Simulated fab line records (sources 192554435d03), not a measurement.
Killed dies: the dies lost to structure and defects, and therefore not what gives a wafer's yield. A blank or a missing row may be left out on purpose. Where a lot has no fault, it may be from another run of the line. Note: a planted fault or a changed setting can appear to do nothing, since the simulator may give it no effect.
Which tool is to blame? | flow n5Finfet | Sampling: 24 lots, 72 wafers, 5 of 1938 route steps

== WHAT THE GAUGES READ, wafer by wafer ==
N5_BEOL_M12_RS_MEAS_54: measurement is done with a four-point probe.
lot  | measured     | on           | M12_RS (ohm/sq)
L075 | day 11 21:12 | filmMetro-01 | 0.0588 0.0583 0.0614
L074 | day 12 00:43 | filmMetro-02 | 0.0602 0.0611 0.0584
L076 | day 12 14:59 | filmMetro-01 | 0.0583 0.0607 0.0603
L077 | day 12 15:58 | filmMetro-01 | 0.0590 0.0598 0.0613
L078 | day 12 19:41 | filmMetro-01 | 0.0607 0.0610 0.0608
L079 | day 12 20:57 | filmMetro-01 | 0.0619 0.0595 0.0614
L080 | day 13 05:02 | filmMetro-02 | 0.0604 0.0590 0.0613
L083 | day 13 05:07 | filmMetro-01 | 0.0624 0.0619 0.0611
L081 | day 14 01:14 | filmMetro-02 | 0.0584 0.0584 0.0606
L084 | day 14 11:52 | filmMetro-02 | 0.0609 0.0589 0.0587
L082 | day 14 14:11 | filmMetro-01 | 0.0595 0.0595 0.0594
L088 | day 14 14:26 | filmMetro-02 | 0.0607 0.0605 0.0590
L085 | day 14 21:28 | filmMetro-01 | 0.0614 0.0610 0.0616
L086 | day 15 05:58 | filmMetro-01 | 0.0589 0.0608 0.0585
L087 | day 15 06:26 | filmMetro-01 | 0.0623 0.0596 0.0603
L089 | day 15 15:46 | filmMetro-01 | 0.0586 0.0612 0.0588
L092 | day 15 20:32 | filmMetro-01 | 0.0610 0.0595 0.0599
L090 | day 16 00:01 | filmMetro-01 | 0.0593 0.0612 0.0594
L091 | day 16 04:00 | filmMetro-02 | 0.0595 0.0606 0.0590
L093 | day 16 09:26 | filmMetro-01 | 0.0597 0.0622 0.0611
L094 | day 16 13:00 | filmMetro-01 | 0.0610 0.0609 0.0603
L095 | day 16 18:50 | filmMetro-02 | 0.0631 0.0600 0.0590
L096 | day 17 17:01 | filmMetro-02 | 0.0589 0.0605 0.0600
L097 | day 17 22:18 | filmMetro-02 | 0.0608 0.0603 0.0614

N5_BEOL_M13_INSPECT_12: inspects for defects (macro).
lot  | measured     | on               | rawDefectCount
L075 | day 11 21:46 | defectInspect-01 | 5 2 1
L074 | day 12 01:18 | defectInspect-01 | 3 5 1
L076 | day 12 16:40 | defectInspect-02 | 2 1 1
L077 | day 12 16:42 | defectInspect-01 | 0 2 2
L078 | day 12 20:16 | defectInspect-02 | 2 2 2
L079 | day 12 21:31 | defectInspect-01 | 0 2 1
L080 | day 13 05:36 | defectInspect-01 | 2 2 2
L083 | day 13 05:49 | defectInspect-01 | 1 0 2
L081 | day 14 01:49 | defectInspect-02 | 2 2 3
L084 | day 14 12:34 | defectInspect-01 | 3 1 1
L082 | day 14 14:46 | defectInspect-01 | 1 2 1
L088 | day 14 15:08 | defectInspect-01 | 2 3 1
L085 | day 14 22:09 | defectInspect-02 | 2 2 4
L086 | day 15 06:40 | defectInspect-01 | 3 5 2
L087 | day 15 07:00 | defectInspect-02 | 1 4 3
L089 | day 15 16:28 | defectInspect-01 | 1 4 1
L092 | day 15 21:07 | defectInspect-01 | 6 0 5
L090 | day 16 00:43 | defectInspect-01 | 3 1 3
L091 | day 16 04:34 | defectInspect-01 | 3 4 0
L093 | day 16 10:08 | defectInspect-02 | 3 1 0
L094 | day 16 13:34 | defectInspect-02 | 3 1 2
L095 | day 16 19:31 | defectInspect-01 | 2 3 3
L096 | day 17 17:35 | defectInspect-01 | 2 3 0
L097 | day 17 22:53 | defectInspect-01 | 5 2 2

N5_BEOL_M13_RS_MEAS_54: measurement is done with a four-point probe.
lot  | measured     | on           | M13_RS (ohm/sq)
L075 | day 12 06:29 | filmMetro-02 | 0.0448 0.0437 0.0447
L074 | day 12 12:34 | filmMetro-02 | 0.0440 0.0451 0.0439
L076 | day 12 22:01 | filmMetro-02 | 0.0435 0.0444 0.0453
L077 | day 12 22:16 | filmMetro-02 | 0.0448 0.0435 0.0435
L078 | day 13 03:28 | filmMetro-01 | 0.0456 0.0439 0.0455
L079 | day 13 03:44 | filmMetro-01 | 0.0446 0.0445 0.0441
L080 | day 13 11:13 | filmMetro-01 | 0.0449 0.0449 0.0466
L083 | day 13 11:52 | filmMetro-01 | 0.0439 0.0438 0.0450
L081 | day 14 06:28 | filmMetro-01 | 0.0437 0.0452 0.0443
L084 | day 14 17:49 | filmMetro-02 | 0.0443 0.0448 0.0447
L082 | day 14 19:58 | filmMetro-01 | 0.0442 0.0448 0.0453
L088 | day 14 20:54 | filmMetro-01 | 0.0439 0.0447 0.0440
L085 | day 15 02:55 | filmMetro-02 | 0.0450 0.0464 0.0443
L086 | day 15 11:01 | filmMetro-01 | 0.0438 0.0446 0.0458
L087 | day 15 12:07 | filmMetro-02 | 0.0445 0.0450 0.0453
L089 | day 15 21:13 | filmMetro-01 | 0.0439 0.0462 0.0439
L092 | day 16 00:45 | filmMetro-01 | 0.0437 0.0441 0.0457
L090 | day 16 04:50 | filmMetro-02 | 0.0438 0.0448 0.0458
L091 | day 16 08:23 | filmMetro-02 | 0.0454 0.0432 0.0442
L093 | day 16 15:37 | filmMetro-02 | 0.0438 0.0446 0.0438
L094 | day 16 19:10 | filmMetro-01 | 0.0434 0.0438 0.0443
L095 | day 17 00:11 | filmMetro-02 | 0.0458 0.0441 0.0440
L096 | day 17 22:01 | filmMetro-02 | 0.0438 0.0444 0.0438
L097 | day 18 04:45 | filmMetro-02 | 0.0450 0.0452 0.0454

== WHICH TOOL RAN EACH LOT (tool, then ch and the chambers of the sampled wafers, then the start) ==
lot  | N5_BEOL_M12_ANNEAL_48           | N5_BEOL_M13_VIA_ETCH_16
L075 | rtpAnneal-02 ch 0, day 11 20:29 | rieDiel-02 ch 0,2,3, day 11 21:53
L074 | rtpAnneal-02 ch 0, day 12 00:05 | rieDiel-04 ch 2,3, day 12 01:25
L076 | rtpAnneal-02 ch 0, day 12 14:23 | rieDiel-05 ch 1,2,3, day 12 16:53
L077 | rtpAnneal-02 ch 0, day 12 15:17 | rieDiel-05 ch 1,2, day 12 17:05
L078 | rtpAnneal-02 ch 0, day 12 19:01 | rieDiel-05 ch 2,3, day 12 20:37
L079 | rtpAnneal-01 ch 0, day 12 20:16 | rieDiel-04 ch 1,2,3, day 12 21:38
L080 | rtpAnneal-01 ch 0, day 13 04:21 | rieDiel-04 ch 0,1, day 13 05:51
L083 | rtpAnneal-02 ch 0, day 13 04:30 | rieDiel-02 ch 2,3, day 13 06:14
L081 | rtpAnneal-02 ch 0, day 14 00:31 | rieDiel-04 ch 0,1, day 14 01:56
L084 | rtpAnneal-01 ch 0, day 14 11:11 | rieDiel-04 ch 1,3, day 14 13:09
L082 | rtpAnneal-01 ch 0, day 14 13:28 | rieDiel-02 ch 1,2,3, day 14 14:53
L088 | rtpAnneal-02 ch 0, day 14 13:41 | rieDiel-02 ch 2,3, day 14 15:35
L085 | rtpAnneal-01 ch 0, day 14 20:46 | rieDiel-04 ch 0,2,3, day 14 22:33
L086 | rtpAnneal-01 ch 0, day 15 05:16 | rieDiel-04 ch 0,2,3, day 15 06:47
L087 | rtpAnneal-02 ch 0, day 15 05:43 | rieDiel-02 ch 0,2, day 15 07:07
L089 | rtpAnneal-02 ch 0, day 15 15:05 | rieDiel-05 ch 0,1,2, day 15 16:35
L092 | rtpAnneal-01 ch 0, day 15 19:49 | rieDiel-04 ch 0,1,2, day 15 21:14
L090 | rtpAnneal-01 ch 0, day 15 23:18 | rieDiel-04 ch 0,1,2, day 16 00:50
L091 | rtpAnneal-01 ch 0, day 16 03:17 | rieDiel-02 ch 0,1,3, day 16 04:41
L093 | rtpAnneal-02 ch 0, day 16 08:44 | rieDiel-02 ch 0,1,3, day 16 10:16
L094 | rtpAnneal-02 ch 0, day 16 12:17 | rieDiel-05 ch 0,1,2, day 16 13:41
L095 | rtpAnneal-02 ch 0, day 16 18:11 | rieDiel-04 ch 0,3, day 16 19:38
L096 | rtpAnneal-02 ch 0, day 17 16:17 | rieDiel-04 ch 0,1,2, day 17 17:42
L097 | rtpAnneal-01 ch 0, day 17 21:37 | rieDiel-02 ch 1,2,3, day 17 23:00
- N5_BEOL_M12_ANNEAL_48: time 90 s.
- N5_BEOL_M13_VIA_ETCH_16: etches SiOC in C4F8/O2/Ar, target depth 921.7 nm.

== WHAT THE TOOLS THEMSELVES READ (means of the sampled wafers that have a number; where no wafer has one, the mark that the record gives instead) ==
N5_BEOL_M12_ANNEAL_48.
lot  | tool         | wafer_temp_C_max
L075 | rtpAnneal-02 | 226.30
L074 | rtpAnneal-02 | 225.84
L076 | rtpAnneal-02 | 225.76
L077 | rtpAnneal-02 | 225.89
L078 | rtpAnneal-02 | 226.30
L079 | rtpAnneal-01 | 225.67
L080 | rtpAnneal-01 | 225.71
L083 | rtpAnneal-02 | 226.03
L081 | rtpAnneal-02 | 225.75
L084 | rtpAnneal-01 | 225.44
L082 | rtpAnneal-01 | 225.66
L088 | rtpAnneal-02 | 226.27
L085 | rtpAnneal-01 | 225.55
L086 | rtpAnneal-01 | 225.82
L087 | rtpAnneal-02 | 225.91
L089 | rtpAnneal-02 | 225.78
L092 | rtpAnneal-01 | 225.44
L090 | rtpAnneal-01 | 225.44
L091 | rtpAnneal-01 | 225.57
L093 | rtpAnneal-02 | 226.08
L094 | rtpAnneal-02 | 225.97
L095 | rtpAnneal-02 | 226.18
L096 | rtpAnneal-02 | 225.93
L097 | rtpAnneal-01 | 225.62

N5_BEOL_M13_VIA_ETCH_16.
lot  | tool       | drypumpMotorCurrentA (A) | oesProductAu (a.u.) | rfVppV (V) | showerheadPlenumPTorr (Torr) | throttleValvePct (%)
L075 | rieDiel-02 | 5.8                      | 0.74                | 666        | 3.43                         | 24.25
L074 | rieDiel-04 | 6.2                      | 0.73                | 668        | 3.50                         | 24.54
L076 | rieDiel-05 | 5.9                      | 0.70                | 665        | 3.42                         | 24.28
L077 | rieDiel-05 | 6.0                      | 0.65                | 663        | 3.35                         | 24.38
L078 | rieDiel-05 | 5.6                      | 0.72                | 666        | 3.40                         | 24.25
L079 | rieDiel-04 | 5.9                      | 0.78                | 666        | 3.42                         | 24.41
L080 | rieDiel-04 | 4.9                      | 0.83                | 669        | 3.52                         | 24.07
L083 | rieDiel-02 | 5.8                      | 0.76                | 668        | 3.48                         | 24.12
L081 | rieDiel-04 | 4.9                      | 0.81                | 668        | 3.52                         | 24.08
L084 | rieDiel-04 | 5.5                      | 0.81                | 664        | 3.35                         | 24.29
L082 | rieDiel-02 | 5.6                      | 0.76                | 665        | 3.42                         | 24.26
L088 | rieDiel-02 | 5.7                      | 0.76                | 665        | 3.41                         | 24.21
L085 | rieDiel-04 | 5.7                      | 0.72                | 667        | 3.50                         | 24.41
L086 | rieDiel-04 | 5.7                      | 0.72                | 667        | 3.49                         | 24.41
L087 | rieDiel-02 | 5.8                      | 0.65                | 667        | 3.43                         | 24.34
L089 | rieDiel-05 | 5.7                      | 0.70                | 666        | 3.42                         | 24.27
L092 | rieDiel-04 | 5.4                      | 0.77                | 668        | 3.51                         | 24.25
L090 | rieDiel-04 | 5.4                      | 0.76                | 667        | 3.51                         | 24.25
L091 | rieDiel-02 | 5.5                      | 0.71                | 664        | 3.35                         | 24.43
L093 | rieDiel-02 | 5.5                      | 0.71                | 663        | 3.35                         | 24.45
L094 | rieDiel-05 | 5.7                      | 0.70                | 666        | 3.41                         | 24.29
L095 | rieDiel-04 | 5.7                      | 0.69                | 664        | 3.39                         | 24.46
L096 | rieDiel-04 | 5.4                      | 0.75                | 668        | 3.50                         | 24.27
L097 | rieDiel-02 | 5.6                      | 0.73                | 666        | 3.40                         | 24.30

== THE ANSWER, worked out from the rows above alone ==
Rule: the usual values come from the lots themselves. The widest of any qualifying gaps counts: lots, ordered by their means at a reading, are off when they make up no more than a third of the lots, leave a main group of 4 or more, and stand apart from it by 3 or more times the standard deviation of that group's means. Not used: any main group whose means are identical at the precision the tables above print for the reading. A lot without any number at a reading at which 4 lots or more have one is off too. Where the step has rows for the other lots, those lots are counted as sound. Order of review: gauges by route order, followed by the tools' own readings, for which a lot's mean as printed above is used. At the first step where some lot is off, the reading lying furthest off is the one used; lots without a number count as furthest.
Nothing can be told from this: no lot is off at any reading shown.

== WHAT THE SIMULATOR PUT IN ==
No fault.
